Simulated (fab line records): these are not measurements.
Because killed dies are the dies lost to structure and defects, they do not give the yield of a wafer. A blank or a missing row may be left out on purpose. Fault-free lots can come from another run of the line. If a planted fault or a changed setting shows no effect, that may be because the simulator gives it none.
Matching of chambers + flow nandHarc + NHARC_P_M1_CMP_23 on cmp-01 has 4 sister chambers
The step polishes, t overpolish 20 s, target thk 157.82 nm. 20 wafers are shown with their chamber, then 10 later ones without.

WAFERS WITH THEIR CHAMBER
| wafer  | chamber | motorCurrentA (A) | slurryFilterDpKPa (kPa) | timeToEndpointS (s) |
|--------|---------|-------------------|-------------------------|---------------------|
| L076.2 | 1       | 11.6              | 13.41                   | 28.6                |
| L076.3 | 0       | 13.5              | 13.41                   | 28.8                |
| L076.6 | 3       | 13.2              | 13.52                   | 28.0                |
| L079.1 | 1       | 11.8              | 13.14                   | 29.0                |
| L079.3 | 0       | 13.7              | 13.47                   | 25.4                |
| L079.5 | 1       | 11.9              | 13.68                   | 27.1                |
| L080.1 | 0       | 14.2              | 13.42                   | 29.0                |
| L080.2 | 1       | 11.3              | 13.58                   | 30.8                |
| L080.3 | 3       | 12.7              | 13.53                   | 28.2                |
| L082.2 | 3       | 13.7              | 13.61                   | 28.7                |
| L082.4 | 0       | 13.2              | 13.73                   | 29.4                |
| L082.6 | 3       | 12.5              | 13.53                   | 31.9                |
| L084.1 | 0       | 13.4              | 13.38                   | 28.0                |
| L084.2 | 2       | 10.8              | 13.37                   | 29.1                |
| L084.4 | 3       | 12.7              | 13.57                   | 25.8                |
| L085.2 | 2       | 11.0              | 13.51                   | 25.5                |
| L085.3 | 0       | 13.2              | 13.61                   | 31.0                |
| L085.4 | 3       | 13.3              | 13.54                   | 27.2                |
| L086.2 | 2       | 11.4              | 13.45                   | 30.2                |
| L086.4 | 0       | 13.8              | 13.35                   | 30.2                |

SIGNATURES (means of the wafers above)
| reading           | chamber 0 | chamber 1 | chamber 2 | chamber 3 | scatter within a chamber |
|-------------------|-----------|-----------|-----------|-----------|--------------------------|
| motorCurrentA     | 13.571    | 11.650    | 11.067    | 13.017    | 0.372                    |
| slurryFilterDpKPa | 13.4814   | 13.4525   | 13.4433   | 13.5500   | 0.136                    |
| timeToEndpointS   | 28.829    | 28.875    | 28.267    | 28.300    | 1.92                     |
Rule: for each reading, subtract the chamber's mean from the wafer's reading, divide by that reading's scatter and square the result; add these up over the readings and take the root, which gives the wafer's distance from the chamber. The wafer belongs to the nearest chamber; if the next one is less than 2 further off, it can't be placed. How the scatter is found: for the shown wafers, subtract from each reading the mean of its chamber, square and add these, divide the total by (wafers less chambers), then take the root.

WAFERS WITHOUT THEIR CHAMBER
| wafer  | motorCurrentA (A) | slurryFilterDpKPa (kPa) | timeToEndpointS (s) |
|--------|-------------------|-------------------------|---------------------|
| L086.5 | 12.0              | 13.40                   | 32.7                |
| L087.1 | 10.9              | 13.70                   | 25.5                |
| L087.2 | 11.5              | 13.35                   | 29.7                |
| L087.3 | 13.6              | 13.46                   | 28.3                |
| L092.1 | 11.2              | 13.46                   | 25.6                |
| L092.4 | 13.9              | 13.29                   | 26.6                |
| L092.6 | 13.2              | 13.52                   | 27.9                |
| L093.2 | 13.3              | 13.42                   | 31.1                |
| L093.3 | 10.8              | 13.44                   | 28.7                |
| L093.5 | 13.7              | 13.58                   | 32.3                |

WHICH CHAMBER EACH WENT THROUGH
| wafer  | from the rows above          | in truth |
|--------|------------------------------|----------|
| L086.5 | can't be placed: 1 or 2 or 3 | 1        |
| L087.1 | can't be placed: 2 or 1      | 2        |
| L087.2 | can't be placed: 1 or 2      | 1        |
| L087.3 | can't be placed: 0 or 3      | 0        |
| L092.1 | can't be placed: 2 or 1      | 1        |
| L092.4 | can't be placed: 0 or 3      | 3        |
| L092.6 | can't be placed: 3 or 0      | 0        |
| L093.2 | can't be placed: 0 or 3      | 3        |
| L093.3 | can't be placed: 2 or 1      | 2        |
| L093.5 | can't be placed: 0 or 3      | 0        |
Correctly placed: 0 of 10. Unplaceable from these rows: 10, with the true chamber sitting among the candidates in 10. Placed wrongly: 0.
